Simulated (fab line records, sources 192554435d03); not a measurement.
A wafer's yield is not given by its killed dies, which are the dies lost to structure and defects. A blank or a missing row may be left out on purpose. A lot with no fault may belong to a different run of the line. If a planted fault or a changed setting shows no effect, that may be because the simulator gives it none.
Matching of chambers | flow n5Finfet | pecvd-03 running N5_BEOL_M12_ILD_DEP_00: 3 sister chambers
The step deposits SiOC from DEMS/O2, target thk 658.92 nm, time 130.7 s. 20 wafers are shown with their chamber, then 10 later ones without.

WAFERS WITH THEIR CHAMBER
wafer  | chamber | throttleValvePct (%) | showerheadPlenumPTorr (Torr) | heaterPowerW (W)
L076.2 | 0       | 12.0                 | 5.702                        | 494
L076.3 | 1       | 12.0                 | 5.708                        | 538
L076.4 | 0       | 11.8                 | 5.678                        | 399
L074.4 | 0       | 11.9                 | 5.683                        | 471
L074.5 | 1       | 11.9                 | 5.716                        | 443
L074.6 | 2       | 11.0                 | 5.680                        | 505
L078.1 | 0       | 11.8                 | 5.699                        | 451
L078.2 | 1       | 12.3                 | 5.706                        | 533
L078.4 | 0       | 11.8                 | 5.698                        | 469
L084.3 | 2       | 11.2                 | 5.661                        | 482
L084.4 | 0       | 11.8                 | 5.682                        | 450
L084.6 | 1       | 12.2                 | 5.711                        | 466
L086.1 | 1       | 12.5                 | 5.694                        | 537
L086.2 | 2       | 11.3                 | 5.665                        | 498
L086.6 | 1       | 12.3                 | 5.708                        | 553
L087.1 | 0       | 12.1                 | 5.686                        | 452
L087.5 | 0       | 11.9                 | 5.700                        | 467
L087.6 | 2       | 11.5                 | 5.682                        | 510
L089.3 | 0       | 12.1                 | 5.696                        | 464
L089.5 | 2       | 11.0                 | 5.680                        | 488

SIGNATURES (averages over the wafers above)
reading               | chamber 0 | chamber 1 | chamber 2 | scatter within a chamber
throttleValvePct      | 11.911    | 12.200    | 11.200    | 0.18
showerheadPlenumPTorr | 5.69156   | 5.70717   | 5.67360   | 0.00885
heaterPowerW          | 457.44    | 511.67    | 496.60    | 30.8
Rule: distance of a wafer from a chamber = root of the sum over the readings of ((wafer's reading minus chamber's mean) / reading's scatter) squared. The wafer belongs to the nearest chamber; if the next one is less than 2 further off, it can't be placed. The scatter is the square root of a quotient: the sum, over the shown wafers, of each reading's squared deviation from its chamber's mean, divided by wafers minus chambers.

WAFERS WITHOUT THEIR CHAMBER
wafer  | throttleValvePct (%) | showerheadPlenumPTorr (Torr) | heaterPowerW (W)
L089.6 | 12.3                 | 5.712                        | 536
L093.1 | 12.1                 | 5.702                        | 491
L093.2 | 11.3                 | 5.692                        | 406
L093.6 | 12.1                 | 5.700                        | 480
L094.3 | 12.2                 | 5.700                        | 474
L094.4 | 12.0                 | 5.704                        | 514
L094.6 | 11.4                 | 5.674                        | 406
L097.3 | 11.9                 | 5.703                        | 556
L097.4 | 12.2                 | 5.700                        | 567
L097.6 | 12.2                 | 5.699                        | 387

THE CHAMBER EACH PASSED THROUGH
wafer  | from the rows above     | in truth
L089.6 | 1                       | 1
L093.1 | can't be placed: 1 or 0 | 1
L093.2 | can't be placed: 2 or 0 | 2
L093.6 | can't be placed: 1 or 0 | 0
L094.3 | can't be placed: 1 or 0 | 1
L094.4 | can't be placed: 1 or 0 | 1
L094.6 | can't be placed: 2 or 0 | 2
L097.3 | can't be placed: 1 or 0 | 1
L097.4 | 1                       | 1
L097.6 | can't be placed: 0 or 1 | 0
Correct placement for 2 of the 10. Can't be placed from these rows: 8 (the true chamber is among the candidates in 8). Number placed wrongly: 0.
